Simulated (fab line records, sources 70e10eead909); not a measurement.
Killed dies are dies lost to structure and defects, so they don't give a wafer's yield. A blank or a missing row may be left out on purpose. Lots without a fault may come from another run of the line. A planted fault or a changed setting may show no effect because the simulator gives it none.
A struck lot beside a sound one | flow nand_harc | 15 steps out of a route of 1159
Sound: wafers L547.1, L547.5, L547.6. Struck: wafer L549.4. (L549.1, L549.3 of the same lot were not struck and are left out.) The cause comes at the end.
At each step with rows: each side's tool, then ch and its chambers, then its first start. Under that, the readings that differ: sound wafers | struck wafers | difference of the means | sigmas: that difference in standard deviations of wafers without a fault.
alike: readings whose means differ by less than 2 such deviations, and words and numbers that are the same on both sides. not compared: withheld readings, readings that some wafer has no value for, bounds like >300 that may hide the same value, and numbers for which the record gives no deviation and whose values overlap.
The two part at a step that has a row with sigmas, a row that says differs or no value, or rows on one side only. Numbers that don't overlap but have no deviation are shown without sigmas and don't part them. A reading that every wafer of one side lacks parts them only if that side has two wafers or more.

first, 1 step without rows for these wafers: NHARC_A_ONON_D1_DEP_06 (target thk 1000 nm).
NHARC_A_ONON_D1_THK_MEAS_08: measures by ellipsometry.
  sound on film_metro-02, day 9 19:52; struck on film_metro-02, day 10 23:48
  alike: thk_nm
then, 1 step without rows for these wafers: NHARC_A_ONON_D1_DEP_09 (target thk 1000 nm).
NHARC_A_ONON_D1_THK_MEAS_11: measures by ellipsometry.
  sound on film_metro-01, day 9 20:26; struck on film_metro-01, day 11 00:23
  alike: thk_nm
then, 1 step without rows for these wafers: NHARC_A_ONON_D1_DEP_12 (target thk 1000 nm).
NHARC_A_ONON_D1_THK_MEAS_14: measures by ellipsometry.
  sound on film_metro-01, day 9 21:01; struck on film_metro-01, day 11 00:58
  alike: thk_nm
then, 2 steps without rows for these wafers: NHARC_A_ONON_D1_ANNEAL_15 (time 3600 s); NHARC_A_ONON_D1_DEP_16 (target thk 1000 nm).
NHARC_A_ONON_D1_THK_MEAS_18: measures by ellipsometry.
  sound on film_metro-01, day 10 06:19; struck on film_metro-02, day 11 08:05
  alike: thk_nm
then, 1 step without rows for these wafers: NHARC_A_ONON_D1_DEP_19 (target thk 1000 nm).
NHARC_A_ONON_D1_THK_MEAS_21: measures by ellipsometry.
  sound on film_metro-02, day 10 06:53; struck on film_metro-02, day 11 08:39
  alike: thk_nm
NHARC_A_ONON_D1_DEP_22: target thk 1000 nm.
  sound on pecvd_onon-01 ch 0, day 10 06:56; struck on pecvd_onon-01 ch 0, day 11 08:42
  alike: n2_flow_sccm
NHARC_A_ONON_D1_THK_MEAS_24: measures by ellipsometry.
  sound on film_metro-02, day 10 07:27; struck on film_metro-02, day 11 09:13
  reading     | sound          | struck | difference | sigmas
  thk_nm (nm) | 1001 1001 1002 | 1294   | +293       | +31
then, 1 step without rows for these wafers: NHARC_A_ONON_D1_DEP_25 (target thk 1000 nm).
-- the record jumps here: 11 days lie between the struck wafers' starts before and after (it left off in module A_ONON_D1 and takes up again in module END, whose first step shown is number 1159 of the route) --
NHARC_END_SORT_01:
  the record has rows for the struck wafers here (prober-02 ch 0, day 22 19:33) and none for the sound ones

WHERE THEY PART
First at NHARC_A_ONON_D1_THK_MEAS_24; last, within this record, at NHARC_END_SORT_01.

WHY: what the simulator had put in
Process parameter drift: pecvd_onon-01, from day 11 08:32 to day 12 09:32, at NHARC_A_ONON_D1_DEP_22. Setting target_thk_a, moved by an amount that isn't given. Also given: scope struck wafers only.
